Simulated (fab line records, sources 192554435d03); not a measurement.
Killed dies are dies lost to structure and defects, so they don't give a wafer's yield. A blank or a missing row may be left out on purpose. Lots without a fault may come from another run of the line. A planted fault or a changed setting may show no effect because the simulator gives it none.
Which tool did it? | flow n5_finfet | 9 lots, 27 wafers sampled, at 5 steps of a route of 1938

WHAT THE GAUGES READ, wafer by wafer
N5_BEOL_M4_RC_MEAS_101.
lot  | measured     | on        | DIBL_N (mV/V)  | DIBL_P (mV/V)  | IOFF_N (nA/um) | IOFF_P (nA/um) | ION_N (uA/um) | ION_P (uA/um) | SS_N (mV/dec)  | SS_P (mV/dec)  | VT_N (mV)   | VT_P (mV)
L432 | day 8 15:29  | prober-01 | 35.6 39.3 37.9 | 34.3 38.9 37.1 | 0.13 0.22 0.19 | 0.14 0.20 0.18 | 654 684 686   | 441 455 455   | 71.5 73.0 72.5 | 72.4 73.8 73.3 | 255 247 249 | -257 -256 -254
L433 | day 8 15:54  | prober-02 | 34.8 35.0 33.1 | 32.0 32.7 30.1 | 0.13 0.14 0.11 | 0.19 0.20 0.17 | 679 682 672   | 472 478 470   | 70.9 71.0 70.0 | 72.6 72.5 72.6 | 250 249 253 | -248 -250 -251
L440 | day 10 10:04 | prober-01 | 35.4 33.4 37.0 | 34.8 32.0 37.2 | 0.16 0.12 0.20 | 0.21 0.17 0.26 | 662 666 682   | 463 464 465   | 71.6 71.6 73.0 | 72.6 72.0 73.6 | 246 251 245 | -248 -251 -245
L441 | day 10 14:34 | prober-01 | 34.5 36.8 36.8 | 34.6 37.8 36.9 | 0.13 0.15 0.16 | 0.17 0.20 0.19 | 684 669 668   | 464 453 457   | 71.4 71.6 71.8 | 72.2 73.7 73.4 | 252 251 249 | -252 -255 -253
L444 | day 11 18:20 | prober-02 | 33.6 35.7 34.1 | 33.6 36.7 34.6 | 0.15 0.18 0.16 | 0.20 0.24 0.22 | 688 682 700   | 480 469 479   | 70.6 71.7 71.4 | 72.4 72.5 72.1 | 246 248 246 | -248 -248 -250
L446 | day 11 15:32 | prober-01 | 33.4 32.9 36.4 | 32.6 31.6 34.9 | 0.11 0.10 0.15 | 0.17 0.15 0.20 | 661 643 652   | 455 453 452   | 71.3 70.7 72.4 | 72.1 72.0 72.8 | 254 260 253 | -250 -253 -249
L452 | day 13 15:20 | prober-01 | 35.9 39.2 35.8 | 34.1 39.1 33.8 | 0.13 0.20 0.13 | 0.15 0.22 0.14 | 656 709 668   | 449 469 445   | 71.6 72.2 71.5 | 72.8 74.6 73.2 | 255 245 254 | -254 -253 -261
L454 | day 14 15:19 | prober-01 | 35.5 32.7 35.4 | 35.0 31.9 36.6 | 0.15 0.11 0.16 | 0.23 0.18 0.25 | 676 672 688   | 468 472 474   | 71.7 70.3 71.5 | 73.1 71.7 72.9 | 254 254 249 | -243 -247 -244
L455 | day 14 14:02 | prober-02 | 38.0 36.1 36.0 | 40.0 37.1 36.9 | 0.22 0.18 0.17 | 0.26 0.23 0.21 | 710 701 689   | 477 476 467   | 72.6 71.7 71.4 | 73.7 73.3 73.6 | 242 247 246 | -247 -250 -250

WHICH TOOL RAN EACH LOT (tool, then ch and the chambers of the sampled wafers, then the start)
lot  | N5_HKMG_FIN_STRIP_88                 | N5_HKMG_FIN_ALD_72            | N5_HKMG_FIN_CMP_94            | N5_GATE_CUT_ETCHBACK_00
L432 | plasma_asher-02 ch 1, day 4 03:23    | cvd_w-02 ch 0,1, day 4 05:29  | cmp-02 ch 0,2,3, day 4 06:10  | rie_metal-01 ch 0,1, day 4 06:24
L433 | plasma_asher-01 ch 0,1, day 4 13:16  | cvd_w-01 ch 0,1, day 4 15:12  | cmp-02 ch 0,2,3, day 4 15:52  | rie_metal-02 ch 0,1, day 4 16:08
L440 | plasma_asher-02 ch 0,1, day 6 11:42  | cvd_w-02 ch 0,1, day 6 13:38  | cmp-04 ch 1,2,3, day 6 14:17  | rie_metal-02 ch 0,1, day 6 14:33
L441 | plasma_asher-02 ch 0, day 6 14:52    | cvd_w-02 ch 0,1, day 6 16:47  | cmp-03 ch 0,1,2, day 6 17:29  | rie_metal-01 ch 0,1, day 6 17:42
L444 | plasma_asher-01 ch 0,1, day 7 14:29  | cvd_w-02 ch 0,1, day 7 16:25  | cmp-02 ch 1,3, day 7 17:04    | rie_metal-01 ch 0,1, day 7 17:20
L446 | plasma_asher-01 ch 0,1, day 7 23:08  | cvd_w-01 ch 0,1, day 8 01:12  | cmp-02 ch 0,2, day 8 01:53    | rie_metal-03 ch 0,1, day 8 02:07
L452 | plasma_asher-02 ch 0,1, day 9 10:15  | cvd_w-02 ch 0,1, day 9 12:07  | cmp-04 ch 2,3, day 9 12:46    | rie_metal-03 ch 0,1, day 9 13:02
L454 | plasma_asher-01 ch 0,1, day 10 02:10 | cvd_w-02 ch 0,1, day 10 04:05 | cmp-02 ch 0,1,3, day 10 04:46 | rie_metal-01 ch 0,1, day 10 05:01
L455 | plasma_asher-02 ch 0,1, day 10 02:18 | cvd_w-01 ch 0,1, day 10 04:13 | cmp-04 ch 0,1,2, day 10 04:56 | rie_metal-02 ch 0, day 10 05:08
- N5_HKMG_FIN_STRIP_88: strips in N2/H2, time 360 s.
- N5_HKMG_FIN_ALD_72: deposits W, target thk 2 nm, pulse time 1 s, purge time 2 s.
- N5_HKMG_FIN_CMP_94: polishes, stops on SiNx, t overpolish 4.7 s, target thk 43.299 nm.
- N5_GATE_CUT_ETCHBACK_00: etches W in SF6/Cl2.

WHAT THE TOOLS THEMSELVES READ (means of the sampled wafers that have a number; where no wafer has one, the mark that the record gives instead)
N5_HKMG_FIN_STRIP_88.
lot  | tool            | drypump_motor_current_A (A) | heater_power_w (W) | temp_c (C)
L432 | plasma_asher-02 | 5.6                         | 471                | 300.05
L433 | plasma_asher-01 | 5.7                         | 433                | 300.26
L440 | plasma_asher-02 | 5.6                         | 473                | 300.01
L441 | plasma_asher-02 | 5.5                         | 452                | 299.93
L444 | plasma_asher-01 | 5.7                         | 430                | 300.08
L446 | plasma_asher-01 | 5.8                         | 434                | 300.12
L452 | plasma_asher-02 | 5.6                         | 471                | 300.02
L454 | plasma_asher-01 | 5.3                         | 467                | 299.92
L455 | plasma_asher-02 | 5.6                         | 472                | 300.11

N5_HKMG_FIN_ALD_72.
lot  | tool     | heater_power_w (W) | precursor_pulse_height_rel
L432 | cvd_w-02 | 478                | 0.996
L433 | cvd_w-01 | 514                | 1.020
L440 | cvd_w-02 | 471                | 1.019
L441 | cvd_w-02 | 504                | 1.007
L444 | cvd_w-02 | 479                | 1.015
L446 | cvd_w-01 | 487                | 1.002
L452 | cvd_w-02 | 473                | 1.017
L454 | cvd_w-02 | 503                | 1.000
L455 | cvd_w-01 | 521                | 1.003

N5_HKMG_FIN_CMP_94.
lot  | tool   | motor_current_A (A) | platen_rpm (rpm)
L432 | cmp-02 | 11.8                | 50.31
L433 | cmp-02 | 11.8                | 50.30
L440 | cmp-04 | 12.5                | 50.29
L441 | cmp-03 | 12.9                | 50.30
L444 | cmp-02 | 10.8                | 50.33
L446 | cmp-02 | 12.7                | 50.28
L452 | cmp-04 | 12.1                | 50.31
L454 | cmp-02 | 11.2                | 49.64
L455 | cmp-04 | 12.7                | 50.29

N5_GATE_CUT_ETCHBACK_00.
lot  | tool         | bias_w (W) | drypump_motor_current_A (A) | oes_product_au (a.u.) | throttle_valve_pct (%)
L432 | rie_metal-01 | 80.00      | 6.1                         | 0.78                  | 27.57
L433 | rie_metal-02 | 79.70      | 5.6                         | 0.74                  | 27.59
L440 | rie_metal-02 | 79.94      | 5.6                         | 0.73                  | 27.59
L441 | rie_metal-01 | 79.96      | 6.1                         | 0.76                  | 27.59
L444 | rie_metal-01 | 79.86      | 6.0                         | 0.75                  | 27.58
L446 | rie_metal-03 | 80.27      | 5.4                         | 0.66                  | 27.11
L452 | rie_metal-03 | 80.17      | 5.4                         | 0.65                  | 27.13
L454 | rie_metal-01 | 79.90      | 6.1                         | 0.84                  | 27.64
L455 | rie_metal-02 | 79.81      | 5.7                         | 0.63                  | 27.77

THE ANSWER, worked out from the rows above alone
Rule: what is usual is taken from the lots themselves. Put in order of their means at a reading, lots are off if they are a third of the lots or fewer, leave a main group of 4 or more, and stand apart from it by a gap of 3 or more times the standard deviation of the main group's means; of several such gaps the widest counts. A main group whose means are all the same, to the digits that the tables above print for the reading, isn't used. A lot without any number at a reading at which 4 lots or more have one is off too. The other lots that the step has rows for count as sound. The gauges are gone through in route order, then the tools' own readings, and for those a lot's mean is taken as printed above. The first step at which some lot is off is used, and at that step the reading that is off furthest; a lot without a number counts as furthest.
Off: L454, at N5_HKMG_FIN_CMP_94 (platen_rpm). The main group: mean 50.30 rpm, standard deviation 0.015.
A tool fits if, at that step or a process step before it, it ran every lot that is off, and no sound lot after the first of them. Can't be told from this: 3 tools fit, plasma_asher-01 at N5_HKMG_FIN_STRIP_88, cvd_w-02 at N5_HKMG_FIN_ALD_72, cmp-02 at N5_HKMG_FIN_CMP_94.

WHAT THE SIMULATOR HAD PUT IN
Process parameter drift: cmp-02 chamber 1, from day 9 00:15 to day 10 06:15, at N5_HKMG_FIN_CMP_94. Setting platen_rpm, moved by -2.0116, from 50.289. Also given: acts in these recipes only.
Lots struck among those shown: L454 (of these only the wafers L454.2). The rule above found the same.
